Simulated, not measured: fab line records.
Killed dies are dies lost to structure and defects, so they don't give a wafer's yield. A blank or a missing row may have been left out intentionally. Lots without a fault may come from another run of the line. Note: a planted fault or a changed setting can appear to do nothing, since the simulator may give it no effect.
Matching of chambers :: flow nand-harc :: NHARC_P_GATE_STRIP_108 on rie-diel-07: 4 sister chambers
The step strips in O2. 30 wafers are shown with their chamber, then 12 later ones without.

== WAFERS WITH THEIR CHAMBER ==
wafer: L074.1
chamber: 1
showerhead-plenum-p-Torr (Torr): 3.63
drypump-motor-current-A (A): 5.7
oes-product-au (a.u.): 0.999

wafer: L074.2
chamber: 2
showerhead-plenum-p-Torr (Torr): 3.30
drypump-motor-current-A (A): 5.5
oes-product-au (a.u.): 0.998

wafer: L074.5
chamber: 1
showerhead-plenum-p-Torr (Torr): 3.63
drypump-motor-current-A (A): 5.7
oes-product-au (a.u.): 0.993

wafer: L076.1
chamber: 1
showerhead-plenum-p-Torr (Torr): 3.63
drypump-motor-current-A (A): 5.7
oes-product-au (a.u.): 1.009

wafer: L076.4
chamber: 3
showerhead-plenum-p-Torr (Torr): 3.31
drypump-motor-current-A (A): 6.1
oes-product-au (a.u.): 0.994

wafer: L076.6
chamber: 3
showerhead-plenum-p-Torr (Torr): 3.31
drypump-motor-current-A (A): 6.1
oes-product-au (a.u.): 0.998

wafer: L077.2
chamber: 3
showerhead-plenum-p-Torr (Torr): 3.31
drypump-motor-current-A (A): 6.1
oes-product-au (a.u.): 0.988

wafer: L077.4
chamber: 1
showerhead-plenum-p-Torr (Torr): 3.63
drypump-motor-current-A (A): 5.7
oes-product-au (a.u.): 0.997

wafer: L077.6
chamber: 1
showerhead-plenum-p-Torr (Torr): 3.63
drypump-motor-current-A (A): 5.7
oes-product-au (a.u.): 1.000

wafer: L078.1
chamber: 1
showerhead-plenum-p-Torr (Torr): 3.63
drypump-motor-current-A (A): 5.7
oes-product-au (a.u.): 1.010

wafer: L078.3
chamber: 0
showerhead-plenum-p-Torr (Torr): 3.75
drypump-motor-current-A (A): 5.0
oes-product-au (a.u.): 1.011

wafer: L078.5
chamber: 3
showerhead-plenum-p-Torr (Torr): 3.31
drypump-motor-current-A (A): 6.1
oes-product-au (a.u.): 1.005

wafer: L080.3
chamber: 1
showerhead-plenum-p-Torr (Torr): 3.62
drypump-motor-current-A (A): 5.7
oes-product-au (a.u.): 1.008

wafer: L080.4
chamber: 3
showerhead-plenum-p-Torr (Torr): 3.31
drypump-motor-current-A (A): 6.1
oes-product-au (a.u.): 1.005

wafer: L080.5
chamber: 1
showerhead-plenum-p-Torr (Torr): 3.62
drypump-motor-current-A (A): 5.7
oes-product-au (a.u.): 1.008

wafer: L079.2
chamber: 3
showerhead-plenum-p-Torr (Torr): 3.31
drypump-motor-current-A (A): 6.1
oes-product-au (a.u.): 0.996

wafer: L079.5
chamber: 3
showerhead-plenum-p-Torr (Torr): 3.31
drypump-motor-current-A (A): 6.1
oes-product-au (a.u.): 0.998

wafer: L079.6
chamber: 2
showerhead-plenum-p-Torr (Torr): 3.29
drypump-motor-current-A (A): 5.5
oes-product-au (a.u.): 0.999

wafer: L088.3
chamber: 1
showerhead-plenum-p-Torr (Torr): 3.62
drypump-motor-current-A (A): 5.7
oes-product-au (a.u.): 0.999

wafer: L088.5
chamber: 2
showerhead-plenum-p-Torr (Torr): 3.29
drypump-motor-current-A (A): 5.5
oes-product-au (a.u.): 0.994

wafer: L088.6
chamber: 1
showerhead-plenum-p-Torr (Torr): 3.62
drypump-motor-current-A (A): 5.7
oes-product-au (a.u.): 1.002

wafer: L085.4
chamber: 2
showerhead-plenum-p-Torr (Torr): 3.29
drypump-motor-current-A (A): 5.5
oes-product-au (a.u.): 0.995

wafer: L085.5
chamber: 1
showerhead-plenum-p-Torr (Torr): 3.62
drypump-motor-current-A (A): 5.7
oes-product-au (a.u.): 0.987

wafer: L085.6
chamber: 0
showerhead-plenum-p-Torr (Torr): 3.74
drypump-motor-current-A (A): 5.1
oes-product-au (a.u.): 1.008

wafer: L086.1
chamber: 3
showerhead-plenum-p-Torr (Torr): 3.30
drypump-motor-current-A (A): 6.1
oes-product-au (a.u.): 1.003

wafer: L086.2
chamber: 1
showerhead-plenum-p-Torr (Torr): 3.62
drypump-motor-current-A (A): 5.7
oes-product-au (a.u.): 1.009

wafer: L086.3
chamber: 2
showerhead-plenum-p-Torr (Torr): 3.29
drypump-motor-current-A (A): 5.5
oes-product-au (a.u.): 1.012

wafer: L091.1
chamber: 3
showerhead-plenum-p-Torr (Torr): 3.30
drypump-motor-current-A (A): 6.1
oes-product-au (a.u.): 0.994

wafer: L091.3
chamber: 0
showerhead-plenum-p-Torr (Torr): 3.74
drypump-motor-current-A (A): 5.0
oes-product-au (a.u.): 1.013

wafer: L091.5
chamber: 2
showerhead-plenum-p-Torr (Torr): 3.29
drypump-motor-current-A (A): 5.5
oes-product-au (a.u.): 0.998

SIGNATURES (means of the wafers above)
reading: showerhead-plenum-p-Torr
chamber 0: 3.7433
chamber 1: 3.6250
chamber 2: 3.2917
chamber 3: 3.3078
scatter within a chamber: 0.00483

reading: drypump-motor-current-A
chamber 0: 5.033
chamber 1: 5.700
chamber 2: 5.500
chamber 3: 6.100
scatter within a chamber: 0.016

reading: oes-product-au
chamber 0: 1.01067
chamber 1: 1.00175
chamber 2: 0.99933
chamber 3: 0.99789
scatter within a chamber: 0.00641
Rule: a wafer's distance from a chamber is the root of the sum, over the readings, of the square of ((its reading less the chamber's mean) divided by the reading's scatter). The wafer belongs to the nearest chamber; if the next one is less than 2 further off, it can't be placed. The scatter: the root of (the sum of the squares of (reading less its chamber's mean) over the shown wafers, divided by (wafers less chambers)).

== WAFERS MISSING THEIR CHAMBER ==
wafer: L090.4
showerhead-plenum-p-Torr (Torr): 3.30
drypump-motor-current-A (A): 6.1
oes-product-au (a.u.): 0.994

wafer: L090.5
showerhead-plenum-p-Torr (Torr): 3.74
drypump-motor-current-A (A): 5.0
oes-product-au (a.u.): 1.003

wafer: L090.6
showerhead-plenum-p-Torr (Torr): 3.29
drypump-motor-current-A (A): 5.5
oes-product-au (a.u.): 0.997

wafer: L093.1
showerhead-plenum-p-Torr (Torr): 3.30
drypump-motor-current-A (A): 6.1
oes-product-au (a.u.): 0.982

wafer: L093.2
showerhead-plenum-p-Torr (Torr): 3.29
drypump-motor-current-A (A): 5.5
oes-product-au (a.u.): 0.987

wafer: L093.6
showerhead-plenum-p-Torr (Torr): 3.30
drypump-motor-current-A (A): 6.1
oes-product-au (a.u.): 0.984

wafer: L092.2
showerhead-plenum-p-Torr (Torr): 3.74
drypump-motor-current-A (A): 5.0
oes-product-au (a.u.): 1.005

wafer: L092.5
showerhead-plenum-p-Torr (Torr): 3.74
drypump-motor-current-A (A): 5.0
oes-product-au (a.u.): 1.004

wafer: L092.6
showerhead-plenum-p-Torr (Torr): 3.29
drypump-motor-current-A (A): 5.5
oes-product-au (a.u.): 1.002

wafer: L094.3
showerhead-plenum-p-Torr (Torr): 3.62
drypump-motor-current-A (A): 5.7
oes-product-au (a.u.): 1.000

wafer: L094.4
showerhead-plenum-p-Torr (Torr): 3.28
drypump-motor-current-A (A): 5.6
oes-product-au (a.u.): 1.009

wafer: L094.6
showerhead-plenum-p-Torr (Torr): 3.74
drypump-motor-current-A (A): 5.0
oes-product-au (a.u.): 1.006

== EACH ONE'S CHAMBER ==
wafer: L090.4
from the rows above: 3
in truth: 3

wafer: L090.5
from the rows above: 0
in truth: 0

wafer: L090.6
from the rows above: 2
in truth: 2

wafer: L093.1
from the rows above: 3
in truth: 3

wafer: L093.2
from the rows above: 2
in truth: 2

wafer: L093.6
from the rows above: 3
in truth: 3

wafer: L092.2
from the rows above: 0
in truth: 0

wafer: L092.5
from the rows above: 0
in truth: 0

wafer: L092.6
from the rows above: 2
in truth: 2

wafer: L094.3
from the rows above: 1
in truth: 1

wafer: L094.4
from the rows above: 2
in truth: 2

wafer: L094.6
from the rows above: 0
in truth: 0
12 of 12 placed correctly. Not placeable from these rows: 0. Placed wrongly: 0.
